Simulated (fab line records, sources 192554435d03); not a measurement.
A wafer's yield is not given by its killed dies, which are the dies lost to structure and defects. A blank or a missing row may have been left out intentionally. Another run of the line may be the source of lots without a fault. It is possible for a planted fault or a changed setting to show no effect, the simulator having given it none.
fab line records	flow n5-finfet
record: lots: 7	wafers: 19	last-day: 16
route steps=1938 shown MOL_CONTACT_COAG@596 PASSIVATION@1936
lots with no fault: from the same line, run without faults
start-h: hours from the record's first day to the start of the lot's first wafer shown	wait-h: hours since the lot's step before	" identical to the entry in the row above	L1.1+2: a single row standing in for several wafers	- value missing, or start not given	* or withheld: withheld	< > ~ a bound
route shown NAME@n: names a module that has steps shown in the file, with the first one's number in the route	usual: mean/standard deviation of fault-free wafers	same: alike in all rows	chamber/n: place in a boat	sites: readings site by site	_std_site: the standard deviation of these	_edge_site: the outer-site mean with the inner-site mean subtracted	radius-mm: for every site, how far away it sits from the centre of the wafer	mask NAME#n: copy n	behind: tool/chamber where the wafer was last shaped	hold: why the lot was held/for how many hours/how that ended	device: transistor that didn't switch, given as n, p or np	end of line: the tests these same wafers got at the end of their route	where a step has no rows: the recipe by itself	killed: not the wafer's yield, but the dies lost to structure and defects at the first sort	map: shows each die of a wafer: x if killed, . if not, _ if none is there
set.NAME: the setting that was run; set.NAME@STEP: the one run at that earlier step	model.NAME: the simulator's own value behind a step, which no gauge read
a table for each step, a row for each wafer; lots at some steps of the route
services: when a tool's chamber went out of use (start-h, in hours from the record's first day, below 0 if earlier), for how many hours, and the reason
== steps ==
step: N5_MOL_CONTACT_COAG_COAT_34
recipe: resist: CAR-EUV	spin-rpm: 1500	resist-thk-nm: 40
step: N5_MOL_CONTACT_COAG_EBR_36
recipe: solvent: PGMEA	ebr-width-mm: 1.5
step: N5_MOL_CONTACT_COAG_SOFTBAKE_35
recipe: temp-c: 110	time-s: 60	resist: CAR-EUV
step: N5_MOL_CONTACT_COAG_EXPOSE_37
recipe: mask-id: VD	na: 0.33	source-shape: annular	sigma-inner: 0.3	sigma-outer: 0.7	polarization: unpolarized	defocus-nm: 0	dose-mj: 62
step: N5_MOL_CONTACT_COAG_PEB_38
recipe: peb-temp-c: 100	peb-time-s: 60	resist: CAR-EUV
step: N5_MOL_CONTACT_COAG_DEVELOP_39
recipe: develop-time-s: 30	developer: TMAH	resist: CAR-EUV	rinse-liquid: surfactant-rinse	dry: air-spin	dev-temp-c: 23
step: N5_MOL_CONTACT_COAG_CD_MEAS_40
recipe: target-cd-nm: 25.1	landing-energy-ev: 500	detector: se-inlens	polarity: opening
usual: cd-nm: 25.15/0.25
lot.wafer	tool	chamber	start-h	wait-h	cd-nm
L487.2	cd-sem-03	0	131.65	-	25.15
L487.3	"	0	"	"	25.09
L487.5	"	0	"	"	24.91
L489.1	cd-sem-03	0	143.82	-	24.82
L489.3	"	0	"	"	25.02
L489.5	"	0	"	"	25.14
L493.1	cd-sem-01	0	174.32	-	24.74
L493.2	"	0	"	"	24.81
L493.3	"	0	"	"	24.56
L494.3	cd-sem-02	0	176.46	-	25.08
L494.5	"	0	"	"	25.42
L495.4	cd-sem-02	0	181.51	-	25.16
L495.5	"	0	"	"	25.38
L498.1	cd-sem-02	0	196.61	-	24.95
L498.4	"	0	"	"	24.79
L498.6	"	0	"	"	25.18
L501.2	cd-sem-03	0	215.77	-	24.92
L501.3	"	0	"	"	25.14
L501.5	"	0	"	"	24.87
step: N5_MOL_CONTACT_COAG_OVL_MEAS_41
recipe: points-per-wafer: 522
usual: VD_OVL: 0.0/0.75
same: points-per-wafer: 522
lot.wafer	tool	chamber	start-h	wait-h	VD_OVL[nm]
L487.2	overlay-02	0	131.69	0.0	-0.1
L487.3	"	0	"	"	0.3
L487.5	"	0	"	"	-0.2
L489.1	overlay-01	0	143.85	0.0	0.6
L489.3	"	0	"	"	-0.6
L489.5	"	0	"	"	0.8
L493.1	overlay-01	0	174.35	0.0	0.3
L493.2	"	0	"	"	-0.5
L493.3	"	0	"	"	0.1
L494.3	overlay-02	0	176.49	0.0	0.1
L494.5	"	0	"	"	-0.5
L495.4	overlay-02	0	181.56	0.0	0.3
L495.5	"	0	"	"	0.2
L498.1	overlay-01	0	196.64	0.0	0.4
L498.4	"	0	"	"	-0.3
L498.6	"	0	"	"	0.7
L501.2	overlay-01	0	215.81	0.0	-1.0
L501.3	"	0	"	"	-0.2
L501.5	"	0	"	"	0.0
step: N5_MOL_CONTACT_COAG_INSPECT_42
recipe: mode: adi	inspect-instrument: brightfield
usual: raw-defect-count: 211/53
lot.wafer	tool	chamber	start-h	wait-h	raw-defect-count
L487.2	defect-inspect-02	-	131.74	0.0	170
L487.3	"	-	"	"	154
L487.5	"	-	"	"	171
L489.1	defect-inspect-02	-	143.91	0.1	201
L489.3	"	-	"	"	273
L489.5	"	-	"	"	194
L493.1	defect-inspect-02	-	174.41	0.1	182
L493.2	"	-	"	"	182
L493.3	"	-	"	"	313
L494.3	defect-inspect-02	-	176.54	0.0	216
L494.5	"	-	"	"	261
L495.4	defect-inspect-01	-	181.60	0.0	234
L495.5	"	-	"	"	167
L498.1	defect-inspect-02	-	196.69	0.1	169
L498.4	"	-	"	"	232
L498.6	"	-	"	"	180
L501.2	defect-inspect-01	-	215.86	0.0	220
L501.3	"	-	"	"	280
L501.5	"	-	"	"	265
step: N5_MOL_CONTACT_COAG_DESCUM_45
recipe: chemistry: O2	time-s: 7	source-power-w: 50	bias-power-w: 20	pressure-mtorr: 20	rf-frequency-hz: 2.712e+07	temp-c: 40	resist: CAR-EUV	o2-flow-sccm: 225
usual: bias-power-w: 20.00/0.058	drypump-motor-current-A: 5.8/0.42	oes-product-au: 0.77/0.11	rf-vpp-V: 243.0/1.5	showerhead-plenum-p-Torr: 2.08/0.088	throttle-valve-pct: 20.35/0.17
lot.wafer	tool	chamber	start-h	wait-h	bias-power-w	drypump-motor-current-A	oes-product-au	rf-hours-counter-h	rf-vpp-V	showerhead-plenum-p-Torr	throttle-valve-pct
L487.2	rie-diel-05	1	131.83	0.1	19.94	6.1	0.77	139	243.7	2.17	20.45
L487.3	"	2	"	"	20.12	5.4	0.76	155	240.2	1.91	20.23
L487.5	"	1	"	"	20.01	6.1	0.77	-	245.2	2.17	20.45
L489.1	rie-diel-04	2	143.94	0.0	19.88	5.3	0.69	224	243.1	2.05	20.51
L489.3	"	0	"	"	20.00	5.6	0.90	34	246.4	2.23	20.42
L489.5	"	0	"	"	20.01	5.6	0.92	-	246.4	2.23	20.45
L493.1	rie-diel-02	0	174.54	0.1	19.95	6.1	0.68	211	242.1	2.00	20.39
L493.2	"	2	"	"	19.95	5.6	0.70	239	242.3	2.05	20.53
L493.3	"	1	"	"	20.06	5.9	0.95	9	245.3	2.18	20.30
L494.3	rie-diel-05	0	176.58	0.0	19.97	5.1	0.98	6	245.1	2.14	19.84
L494.5	"	3	"	"	20.03	5.6	0.91	-	242.5	2.02	20.28
L495.4	rie-diel-02	3	181.63	0.0	20.05	6.5	0.69	211	241.9	2.07	20.24
L495.5	"	2	"	"	20.06	5.6	0.69	-	241.8	2.05	20.55
L498.1	rie-diel-05	1	196.73	0.0	20.05	6.1	0.76	162	245.9	2.17	20.47
L498.4	"	2	"	"	20.05	5.5	0.74	179	241.1	1.90	20.27
L498.6	"	2	"	"	20.02	5.5	0.74	-	240.2	1.90	20.28
L501.2	rie-diel-05	1	216.18	0.3	19.89	6.1	0.75	172	244.3	2.16	20.49
L501.3	"	2	"	"	20.16	5.5	0.74	188	239.9	1.90	20.28
L501.5	"	2	"	"	20.11	5.5	0.73	-	240.2	1.90	20.26
step: N5_MOL_CONTACT_COAG_ETCH_65
recipe: chemistry: N2/H2	target: underlayer	target-depth-a: 130	mask-material: CAR-EUV	time-s: 10.4	ion-energy-ev: 200	pressure-mtorr: 30	source-w: 840	bias-w: 150	n2-flow-sccm: 200	h2-flow-sccm: 200	ends: cleared
usual: drypump-motor-current-A: 5.8/0.42	etch-rf-on-time-s: 10.7/0.37	oes-product-au: 0.65/0.091	rf-vpp-V: 523.6/2.8	showerhead-plenum-p-Torr: 2.54/0.1	throttle-valve-pct: 17.88/0.24
lot.wafer	tool	chamber	start-h	wait-h	drypump-motor-current-A	etch-rf-on-time-s	oes-product-au	rf-hours-counter-h	rf-vpp-V	showerhead-plenum-p-Torr	throttle-valve-pct
L487.2	rie-diel-05	1	131.86	0.0	6.1	10.7	0.65	139	526.6	2.65	17.85
L487.3	"	2	"	"	5.5	10.8	0.63	155	518.8	2.33	17.71
L487.5	"	1	"	"	6.2	10.6	0.65	-	529.3	2.65	17.85
L489.1	rie-diel-04	2	143.98	0.0	5.3	10.8	0.58	224	522.8	2.54	18.36
L489.3	"	0	"	"	5.6	10.4	0.76	34	528.7	2.72	17.89
L489.5	"	0	"	"	5.6	10.4	0.75	-	528.8	2.73	17.90
L493.1	rie-diel-02	0	174.57	0.0	6.2	10.5	0.59	211	520.6	2.42	17.79
L493.2	"	2	"	"	5.6	10.4	0.58	239	523.7	2.52	18.17
L493.3	"	1	"	"	5.9	11.1	0.78	9	526.3	2.62	17.65
L494.3	rie-diel-05	0	176.61	0.0	5.1	10.0	0.82	6	525.7	2.62	17.39
L494.5	"	3	"	"	5.5	9.8	0.81	-	520.8	2.50	18.06
L495.4	rie-diel-02	3	181.66	0.0	6.6	11.2	0.57	211	523.3	2.52	17.83
L495.5	"	2	"	"	5.6	10.6	0.58	-	522.4	2.52	18.19
L498.1	rie-diel-05	1	196.76	0.0	6.2	10.8	0.63	162	526.5	2.64	17.89
L498.4	"	2	"	"	5.4	11.0	0.61	179	517.7	2.32	17.75
L498.6	"	2	"	"	5.4	11.0	0.60	-	517.7	2.32	17.75
L501.2	rie-diel-05	1	216.21	0.0	6.2	10.7	0.62	172	527.3	2.63	17.90
L501.3	"	2	"	"	5.4	11.0	0.60	188	518.3	2.32	17.78
L501.5	"	2	"	"	5.5	11.0	0.60	-	517.7	2.32	17.78
step: N5_MOL_CONTACT_COAG_ETCH_66
recipe: chemistry: CF4	target: SiARC	target-depth-a: 130	mask-material: CAR-EUV	time-s: 21.7	ion-energy-ev: 80	pressure-mtorr: 40	source-w: 545	bias-w: 36	Ar_flow_sccm: 100	cf4-flow-sccm: 100	ends: cleared
usual: drypump-motor-current-A: 5.8/0.42	etch-rf-on-time-s: 22.1/0.79	oes-product-au: 0.65/0.09	rf-vpp-V: 183.8/1.3	showerhead-plenum-p-Torr: 2.13/0.08	throttle-valve-pct: 15.54/0.24
lot.wafer	tool	chamber	start-h	wait-h	drypump-motor-current-A	etch-rf-on-time-s	oes-product-au	rf-hours-counter-h	rf-vpp-V	showerhead-plenum-p-Torr	throttle-valve-pct
L487.2	rie-diel-05	1	131.88	0.0	6.1	22.5	0.66	139	184.7	2.23	15.70
L487.3	"	2	"	"	5.5	22.7	0.62	155	181.6	1.97	15.51
L487.5	"	1	"	"	6.1	22.6	0.65	-	184.8	2.23	15.71
L489.1	rie-diel-04	2	144.00	0.0	5.3	22.0	0.59	224	184.3	2.12	15.86
L489.3	"	0	"	"	5.6	21.3	0.77	34	184.5	2.28	15.61
L489.5	"	0	"	"	5.6	21.2	0.77	-	185.0	2.28	15.59
L493.1	rie-diel-02	0	174.59	0.0	6.1	21.4	0.59	211	181.3	2.04	15.51
L493.2	"	2	"	"	5.6	21.7	0.59	239	184.2	2.11	15.88
L493.3	"	1	"	"	6.0	23.0	0.79	9	184.2	2.17	15.10
L494.3	rie-diel-05	0	176.63	0.0	5.1	20.6	0.83	6	186.7	2.20	15.11
L494.5	"	3	"	"	5.5	20.4	0.80	-	185.9	2.12	15.71
L495.4	rie-diel-02	3	181.68	0.0	6.6	23.2	0.57	211	183.3	2.11	15.36
L495.5	"	2	"	"	5.6	21.7	0.58	-	183.3	2.11	15.89
L498.1	rie-diel-05	1	196.78	0.0	6.2	22.2	0.63	162	184.5	2.23	15.75
L498.4	"	2	"	"	5.4	22.7	0.60	179	182.1	1.96	15.53
L498.6	"	2	"	"	5.5	22.7	0.60	-	182.4	1.96	15.55
L501.2	rie-diel-05	1	216.23	0.0	6.1	22.5	0.63	172	186.1	2.22	15.76
L501.3	"	2	"	"	5.5	23.1	0.60	188	180.1	1.96	15.56
L501.5	"	2	"	"	5.4	23.0	0.60	-	181.7	1.96	15.55
step: N5_MOL_CONTACT_COAG_ALD_133
recipe: material: SiO2	target-thk-a: 50	temp-c: 100	ald-precursor-family: BDEAS	ald-co-reactant: O2-plasma	pulse-time-s: 1	co-reactant-pulse-time-s: 1	purge-time-s: 2	co-reactant-purge-time-s: 2	ald-cycles: 35	pressure-torr: 2
usual: ald-cycles: 35/0	heater-power-w: 81/8.4	precursor-pulse-height-rel: 1.001/0.021
lot.wafer	tool	chamber	start-h	wait-h	ald-cycles	heater-power-w	precursor-pulse-height-rel	model.SiO2_of_MOL_CONTACT_COAG_ALD_133.thk-nm
L487.2	ald-sin-01	2	132.17	0.3	35	89	0.998	5
L487.3	"	3	"	"	35	70	0.993	5
L487.5	"	0	"	"	35	93	1.026	5
L489.1	ald-sin-03	2	144.08	0.1	35	82	1.008	5
L489.3	"	0	"	"	35	82	1.026	5
L489.5	"	0	"	"	35	80	1.039	5
L493.1	ald-sin-01	1	174.67	0.1	35	85	1.003	5
L493.2	"	3	"	"	18	68	1.001	2.6
L493.3	"	2	"	"	35	90	0.995	5
L494.3	ald-sin-01	1	176.71	0.1	35	81	0.992	5
L494.5	"	0	"	"	18	96	1.106	2.6
L495.4	ald-sin-01	0	182.06	0.3	35	96	0.989	5
L495.5	"	2	"	"	18	90	1.006	2.6
L498.1	ald-sin-04	0	196.96	0.2	35	75	1.038	5
L498.4	"	0	"	"	35	76	1.007	5
L498.6	"	2	"	"	35	74	0.990	5
L501.2	ald-sin-03	3	216.31	0.1	35	88	1.003	5
L501.3	"	0	"	"	35	82	1.033	5
L501.5	"	2	"	"	35	82	0.989	5
step: N5_MOL_CONTACT_COAG_ETCHBACK_134
recipe: chemistry: CHF3	target: SiO2	target-depth-a: 100	time-s: 6.7	ion-energy-ev: 200	pressure-mtorr: 30	source-w: 610	bias-w: 170	Ar_flow_sccm: 200	CHF3_flow_sccm: 50
usual: drypump-motor-current-A: 5.7/0.4	oes-product-au: 0.79/0.11	rf-vpp-V: 515/15	showerhead-plenum-p-Torr: 2.37/0.1	throttle-valve-pct: 18.64/0.21
lot.wafer	tool	chamber	start-h	wait-h	drypump-motor-current-A	oes-product-au	rf-hours-counter-h	rf-vpp-V	showerhead-plenum-p-Torr	throttle-valve-pct
L487.2	rie-diel-02	0	132.47	0.2	6.1	0.70	193	498	2.28	18.59
L487.3	"	3	"	"	6.6	0.69	193	508	2.38	18.53
L487.5	"	0	"	"	6.1	0.69	-	498	2.28	18.60
L489.1	rie-diel-05	2	144.44	0.3	5.5	0.73	159	526	2.18	18.56
L489.3	"	1	"	"	6.2	0.77	143	524	2.47	18.74
L489.5	"	2	"	"	5.5	0.74	-	524	2.18	18.56
L493.1	rie-diel-05	3	174.85	0.1	5.5	0.94	20	511	2.35	18.91
L493.2	"	0	"	"	5.1	0.96	6	489	2.46	18.29
L493.3	"	1	"	"	6.1	0.76	155	526	2.46	18.76
L494.3	rie-diel-02	1	176.91	0.1	5.9	0.93	10	538	2.42	18.25
L494.5	"	1	"	"	5.9	0.93	-	536	2.42	18.24
L495.4	rie-diel-04	0	182.25	0.1	5.6	0.86	-	527	2.51	18.66
L495.5	"	2	"	"	5.3	0.68	-	510	2.34	18.98
L498.1	rie-diel-05	2	197.14	0.1	5.4	0.72	179	523	2.17	18.60
L498.4	"	3	"	"	5.5	0.92	29	510	2.35	18.93
L498.6	"	1	"	"	6.1	0.74	-	524	2.46	18.77
L501.2	rie-diel-04	2	216.49	0.1	5.3	0.67	257	510	2.34	19.00
L501.3	"	3	"	"	6.0	0.91	27	533	2.34	18.38
L501.5	"	2	"	"	5.3	0.67	-	509	2.34	19.00
step: N5_PASSIVATION_PROBE_49
usual: killed_at_M0_to_M3: 34/11	killed_at_M4_up: 13/5.2	killed-at-contacts: 13/6.3	killed-at-front-end: 40/14	killed-at-other: 3.2/2.4	killed-dies: 104/19	killed-on-rim: 14/4.2	killed-open: 69/14	killed-short: 32/7.5
same: gross-dies: 1180	killed-at-back-side: 0
lot.wafer	tool	chamber	start-h	wait-h	killed_at_M0_to_M3	killed_at_M4_up	killed-at-contacts	killed-at-front-end	killed-at-other	killed-dies	killed-on-rim	killed-open	killed-short
L487.2	prober-02	-	292.68	0.1	29	6	9	47	2	93	11	72	20
L487.3	prober-02	-	292.73	0.1	20	15	2	32	2	71	14	49	21
L487.5	prober-02	-	292.83	0.2	27	7	9	79	4	126	16	73	51
L494.5	prober-02	-	335.86	0.2	41	16	1080	40	3	1180	152	79	26
L495.4	prober-02	-	349.87	0.2	37	15	18	27	5	102	17	70	27
L495.5	prober-02	-	349.92	0.2	27	13	1108	29	3	1180	152	63	27
L493.1	prober-02	-	358.47	0.0	38	18	12	49	0	117	11	79	38
L493.2	prober-02	-	358.52	0.1	23	13	1113	30	1	1180	152	61	24
L493.3	prober-02	-	358.57	0.1	28	9	7	29	0	73	5	47	26
L501.2	prober-02	-	387.42	0.1	29	12	12	32	3	88	9	58	26
L501.3	prober-02	-	387.47	0.1	38	15	12	28	3	96	16	63	32
L501.5	prober-02	-	387.57	0.2	33	12	3	25	0	73	16	46	23
killed by level:class
L487.2 FIN_SAQP:geometric-particle:open=13 STI_FIN_REVEAL:geometric-particle:open=10 BEOL_M1:geometric-particle:open=10 BEOL_M3:geometric-particle:open=9 MOL_CONTACT_COAG:geometric-particle:open=8 FIN_SAQP:geometric-particle:short=6 BEOL_M0_SAQP:geometric-particle:open=5 STARTING-WAFER:geometric-particle:open=5
L487.3 FIN_SAQP:geometric-particle:short=7 BEOL_M1:geometric-particle:open=7 FIN_SAQP:geometric-particle:open=5 BEOL_M5:geometric-particle:open=5 STI_FIN_REVEAL:geometric-particle:open=4 BEOL_M3:geometric-particle:open=4 BEOL_M4:geometric-particle:open=4 GATE_CUT:geometric-particle:short=3
L487.5 FIN_SAQP:geometric-particle:open=21 FIN_SAQP:geometric-particle:short=18 ILD0:geometric-particle:short=9 BEOL_M0_SAQP:geometric-particle:open=8 DUMMY_GATE:geometric-particle:open=7 MOL_CONTACT_COAG:geometric-particle:open=7 BEOL_M0_SAQP:geometric-particle:short=7 ILD0:geometric-particle:open=6
L494.5 MOL_CONTACT_COAG:area-ald=1074 FIN_SAQP:geometric-particle:open=14 BEOL_M3:geometric-particle:open=13 BEOL_M2:geometric-particle:open=12 FIN_SAQP:geometric-particle:short=9 STI_FIN_REVEAL:geometric-particle:open=8 BEOL_M0_SAQP:geometric-particle:open=8 BEOL_M0_SAQP:geometric-particle:short=6
L495.4 MOL_CONTACT_COAG:geometric-particle:open=14 BEOL_M2:geometric-particle:open=10 FIN_SAQP:geometric-particle:open=9 BEOL_M4:geometric-particle:open=7 BEOL_M1:geometric-particle:open=6 BEOL_M0_SAQP:geometric-particle:short=5 STI_FIN_REVEAL:geometric-particle:open=4 BEOL_M0_SAQP:geometric-particle:open=4
L495.5 MOL_CONTACT_COAG:area-ald=1090 MOL_CONTACT_COAG:geometric-particle:open=17 BEOL_M2:geometric-particle:open=8 BEOL_M4:geometric-particle:open=8 BEOL_M0_SAQP:geometric-particle:open=6 STI_FIN_REVEAL:geometric-particle:open=4 STI_FIN_REVEAL:geometric-particle:short=4 ILD0:geometric-particle:short=4
L493.1 STI_FIN_REVEAL:geometric-particle:open=16 BEOL_M0_SAQP:geometric-particle:open=10 MOL_CONTACT_COAG:geometric-particle:open=9 BEOL_M0_SAQP:geometric-particle:short=7 BEOL_M1:geometric-particle:open=7 FIN_SAQP:geometric-particle:short=6 BEOL_M2:geometric-particle:open=5 BEOL_M4:geometric-particle:open=5
L493.2 MOL_CONTACT_COAG:area-ald=1095 MOL_CONTACT_COAG:geometric-particle:open=15 BEOL_M0_SAQP:geometric-particle:short=7 DUMMY_GATE:geometric-particle:open=6 FIN_SAQP:geometric-particle:open=5 STI_FIN_REVEAL:geometric-particle:open=5 BEOL_M4:geometric-particle:open=5 BEOL_M6:geometric-particle:open=5
L493.3 BEOL_M0_SAQP:geometric-particle:short=10 BEOL_M0_SAQP:geometric-particle:open=10 STI_FIN_REVEAL:geometric-particle:open=8 MOL_CONTACT_COAG:geometric-particle:open=6 FIN_SAQP:geometric-particle:short=4 DUMMY_GATE:geometric-particle:open=4 BEOL_M3:geometric-particle:open=4 GATE_CUT:geometric-particle:short=3
L501.2 MOL_CONTACT_COAG:geometric-particle:open=8 DUMMY_GATE:geometric-particle:open=7 BEOL_M1:geometric-particle:open=7 BEOL_M3:geometric-particle:open=7 BEOL_M0_SAQP:geometric-particle:open=5 STARTING-WAFER:geometric-particle:open=5 STI_FIN_REVEAL:geometric-particle:open=4 MOL_CONTACT_COAG:geometric-particle:short=4
L501.3 STI_FIN_REVEAL:geometric-particle:open=11 BEOL_M0_SAQP:geometric-particle:short=11 MOL_CONTACT_COAG:geometric-particle:open=10 BEOL_M0_SAQP:geometric-particle:open=7 BEOL_M1:geometric-particle:open=6 BEOL_M3:geometric-particle:open=5 BEOL_M1:geometric-particle:short=4 BEOL_M2:geometric-particle:open=4
L501.5 BEOL_M0_SAQP:geometric-particle:open=8 FIN_SAQP:geometric-particle:short=6 BEOL_M1:geometric-particle:open=6 BEOL_M0_SAQP:geometric-particle:short=4 BEOL_M3:geometric-particle:open=4 FIN_SAQP:geometric-particle:open=3 STI_FIN_REVEAL:geometric-particle:open=3 DUMMY_GATE:geometric-particle:open=3
map L493.2 (x killed, . not)
_________________xxxxxxxxxxxx________________
______________xxxxxxxxxxxxxxxxxx_____________
___________xxxxxxxxxxxxxxxxxxxxxxxx__________
__________xxxxxxxxxxxxxxxxxxxxxxxxxx_________
________xxxxxxxxxxxxxxxxxxxxxxxxxxxxxx_______
_______xxxxxxxxxxxxxxxxxxxxxxxxxxxxxxxx______
______xxxxxxxxxxxxxxxxxxxxxxxxxxxxxxxxxx_____
_____xxxxxxxxxxxxxxxxxxxxxxxxxxxxxxxxxxxx____
____xxxxxxxxxxxxxxxxxxxxxxxxxxxxxxxxxxxxxx___
___xxxxxxxxxxxxxxxxxxxxxxxxxxxxxxxxxxxxxxxx__
___xxxxxxxxxxxxxxxxxxxxxxxxxxxxxxxxxxxxxxxx__
__xxxxxxxxxxxxxxxxxxxxxxxxxxxxxxxxxxxxxxxxxx_
__xxxxxxxxxxxxxxxxxxxxxxxxxxxxxxxxxxxxxxxxxx_
_xxxxxxxxxxxxxxxxxxxxxxxxxxxxxxxxxxxxxxxxxxxx
_xxxxxxxxxxxxxxxxxxxxxxxxxxxxxxxxxxxxxxxxxxxx
_xxxxxxxxxxxxxxxxxxxxxxxxxxxxxxxxxxxxxxxxxxxx
_xxxxxxxxxxxxxxxxxxxxxxxxxxxxxxxxxxxxxxxxxxxx
_xxxxxxxxxxxxxxxxxxxxxxxxxxxxxxxxxxxxxxxxxxxx
_xxxxxxxxxxxxxxxxxxxxxxxxxxxxxxxxxxxxxxxxxxxx
_xxxxxxxxxxxxxxxxxxxxxxxxxxxxxxxxxxxxxxxxxxxx
_xxxxxxxxxxxxxxxxxxxxxxxxxxxxxxxxxxxxxxxxxxxx
__xxxxxxxxxxxxxxxxxxxxxxxxxxxxxxxxxxxxxxxxxx_
__xxxxxxxxxxxxxxxxxxxxxxxxxxxxxxxxxxxxxxxxxx_
___xxxxxxxxxxxxxxxxxxxxxxxxxxxxxxxxxxxxxxxx__
___xxxxxxxxxxxxxxxxxxxxxxxxxxxxxxxxxxxxxxxx__
____xxxxxxxxxxxxxxxxxxxxxxxxxxxxxxxxxxxxxx___
_____xxxxxxxxxxxxxxxxxxxxxxxxxxxxxxxxxxxx____
______xxxxxxxxxxxxxxxxxxxxxxxxxxxxxxxxxx_____
_______xxxxxxxxxxxxxxxxxxxxxxxxxxxxxxxx______
________xxxxxxxxxxxxxxxxxxxxxxxxxxxxxx_______
__________xxxxxxxxxxxxxxxxxxxxxxxxxx_________
___________xxxxxxxxxxxxxxxxxxxxxxxx__________
______________xxxxxxxxxxxxxxxxxx_____________
_________________xxxxxxxxxxxx________________
map L494.5 (x killed, . not)
_________________xxxxxxxxxxxx________________
______________xxxxxxxxxxxxxxxxxx_____________
___________xxxxxxxxxxxxxxxxxxxxxxxx__________
__________xxxxxxxxxxxxxxxxxxxxxxxxxx_________
________xxxxxxxxxxxxxxxxxxxxxxxxxxxxxx_______
_______xxxxxxxxxxxxxxxxxxxxxxxxxxxxxxxx______
______xxxxxxxxxxxxxxxxxxxxxxxxxxxxxxxxxx_____
_____xxxxxxxxxxxxxxxxxxxxxxxxxxxxxxxxxxxx____
____xxxxxxxxxxxxxxxxxxxxxxxxxxxxxxxxxxxxxx___
___xxxxxxxxxxxxxxxxxxxxxxxxxxxxxxxxxxxxxxxx__
___xxxxxxxxxxxxxxxxxxxxxxxxxxxxxxxxxxxxxxxx__
__xxxxxxxxxxxxxxxxxxxxxxxxxxxxxxxxxxxxxxxxxx_
__xxxxxxxxxxxxxxxxxxxxxxxxxxxxxxxxxxxxxxxxxx_
_xxxxxxxxxxxxxxxxxxxxxxxxxxxxxxxxxxxxxxxxxxxx
_xxxxxxxxxxxxxxxxxxxxxxxxxxxxxxxxxxxxxxxxxxxx
_xxxxxxxxxxxxxxxxxxxxxxxxxxxxxxxxxxxxxxxxxxxx
_xxxxxxxxxxxxxxxxxxxxxxxxxxxxxxxxxxxxxxxxxxxx
_xxxxxxxxxxxxxxxxxxxxxxxxxxxxxxxxxxxxxxxxxxxx
_xxxxxxxxxxxxxxxxxxxxxxxxxxxxxxxxxxxxxxxxxxxx
_xxxxxxxxxxxxxxxxxxxxxxxxxxxxxxxxxxxxxxxxxxxx
_xxxxxxxxxxxxxxxxxxxxxxxxxxxxxxxxxxxxxxxxxxxx
__xxxxxxxxxxxxxxxxxxxxxxxxxxxxxxxxxxxxxxxxxx_
__xxxxxxxxxxxxxxxxxxxxxxxxxxxxxxxxxxxxxxxxxx_
___xxxxxxxxxxxxxxxxxxxxxxxxxxxxxxxxxxxxxxxx__
___xxxxxxxxxxxxxxxxxxxxxxxxxxxxxxxxxxxxxxxx__
____xxxxxxxxxxxxxxxxxxxxxxxxxxxxxxxxxxxxxx___
_____xxxxxxxxxxxxxxxxxxxxxxxxxxxxxxxxxxxx____
______xxxxxxxxxxxxxxxxxxxxxxxxxxxxxxxxxx_____
_______xxxxxxxxxxxxxxxxxxxxxxxxxxxxxxxx______
________xxxxxxxxxxxxxxxxxxxxxxxxxxxxxx_______
__________xxxxxxxxxxxxxxxxxxxxxxxxxx_________
___________xxxxxxxxxxxxxxxxxxxxxxxx__________
______________xxxxxxxxxxxxxxxxxx_____________
_________________xxxxxxxxxxxx________________
== services ==
tool	chamber	start-h	hours	kind
rie-diel-04	3	117.89	-	clean
rie-diel-04	3	117.89	-	consumable-replace:focus-ring
rie-diel-05	0	132.26	-	clean
rie-diel-05	0	132.26	-	consumable-replace:focus-ring
rie-diel-05	0	132.26	24.3	scheduled-down
rie-diel-05	0	132.26	24.3	vent-cycle
rie-diel-02	1	136.01	-	clean
rie-diel-02	1	136.01	-	consumable-replace:focus-ring
rie-diel-02	1	136.01	16.5	scheduled-down
rie-diel-02	1	136.01	16.5	vent-cycle
rie-diel-05	-	138.50	4.3	pm
rie-diel-04	3	143.18	13.8	repair
rie-diel-05	-	164.14	0.3	repair
rie-diel-05	-	171.64	2.2	repair
rie-diel-02	3	173.21	5.4	repair
rie-diel-04	1	175.48	62.1	repair
ald-sin-04	-	176.75	14.0	pm
ald-sin-04	1	192.98	15.2	repair
rie-diel-05	3	201.47	13.7	repair
ald-sin-04	-	202.80	6.1	pm
rie-diel-02	2	205.13	-	clean
rie-diel-02	2	205.13	-	consumable-replace:focus-ring
rie-diel-02	2	205.13	22.7	scheduled-down
rie-diel-02	2	205.13	22.7	vent-cycle
== key ==
first-sign: step: N5_MOL_CONTACT_COAG_ALD_133	reading: ald-cycles	direction: down	sigmas: 99+	usual: *	struck: *
effect: step: N5_PASSIVATION_PROBE_49	reading: killed-at-contacts	direction: up	sigmas: 99+	usual: 13	struck: 1100
model-effect: step: N5_MOL_CONTACT_COAG_ALD_133	value: SiO2_of_MOL_CONTACT_COAG_ALD_133.thk-nm	without: 5	struck: 2.6
more-kills-born-at: N5_MOL_CONTACT_COAG_ALD_133@ald-sin-01: 3259
met-at N5_MOL_CONTACT_COAG_ALD_133
struck-wafers L493.2,L494.5,L495.5
later-rows-left-out L493.2,L494.5,L495.5
tester-left-out L493,L494,L495
onset-between 132.17 174.67
fault: kind: process-parameter-drift	tool: ald-sin-01	chamber: -	onset-h: 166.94	steps: N5_MOL_CONTACT_COAG_ALD_133	channel: ald-cycles	offset: *	shape: step	end-h: 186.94	scope: struck-wafers-only	acts-in: *	stated: *
tester-left-out: of these lots the tester's yield and bins aren't shown, on N5 and GAA mostly nor the transistor test; their killed dies are dies lost to structure and defects alone, not to doping, threshold or leakage, so they don't give the yield
later-rows-left-out: the simulator's readings of these wafers behind a module that went badly wrong aren't trusted and aren't shown, but for the sort
